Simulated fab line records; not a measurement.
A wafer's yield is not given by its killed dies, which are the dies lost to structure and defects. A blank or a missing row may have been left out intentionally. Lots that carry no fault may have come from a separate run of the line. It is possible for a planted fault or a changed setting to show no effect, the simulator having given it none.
Matching of chambers -- flow n5_finfet -- 4 sister chambers for N5_BEOL_M0_STRIP_142 on rie_diel-01
The step strips in N2/H2, time 10 s. 4 wafers are shown with their chamber, then 9 later ones without.

## EACH WAFER AND ITS CHAMBER
wafer,chamber,drypump_motor_current_A (A)
L077.6,3,6.1
L091.4,0,4.9
L092.4,2,5.8
L092.6,1,6.4

## WAFERS WITHOUT THEIR CHAMBER
wafer,drypump_motor_current_A (A)
L093.2,5.8
L093.3,6.3
L093.6,5.8
L094.1,6.1
L094.2,6.3
L094.4,6.4
L097.2,6.1
L097.3,5.8
L097.6,6.3

## THE CHAMBER EACH PASSED THROUGH
wafer,from the rows above,in truth
L093.2,2,2
L093.3,can't be placed: 1 or 3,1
L093.6,2,2
L094.1,3,3
L094.2,can't be placed: 1 or 3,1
L094.4,1,1
L097.2,3,3
L097.3,2,2
L097.6,can't be placed: 1 or 3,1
6 of 9 placed correctly. Not placeable from these rows: 3 (in 3, the candidates include the true chamber). Number placed wrongly: 0.
How it was worked out, from the rows above alone: a wafer's distance from a chamber is the root of the sum, over the readings, of the square of ((its reading less the chamber's mean) divided by the reading's scatter). The wafer belongs to the nearest chamber; if the next one is less than 2 further off, it can't be placed. For every chamber, the mean is computed from those of its wafers that are shown. The scatter: with one shown wafer a chamber, the root of the mean of the squares of how far each hidden wafer lies from its nearest shown one.
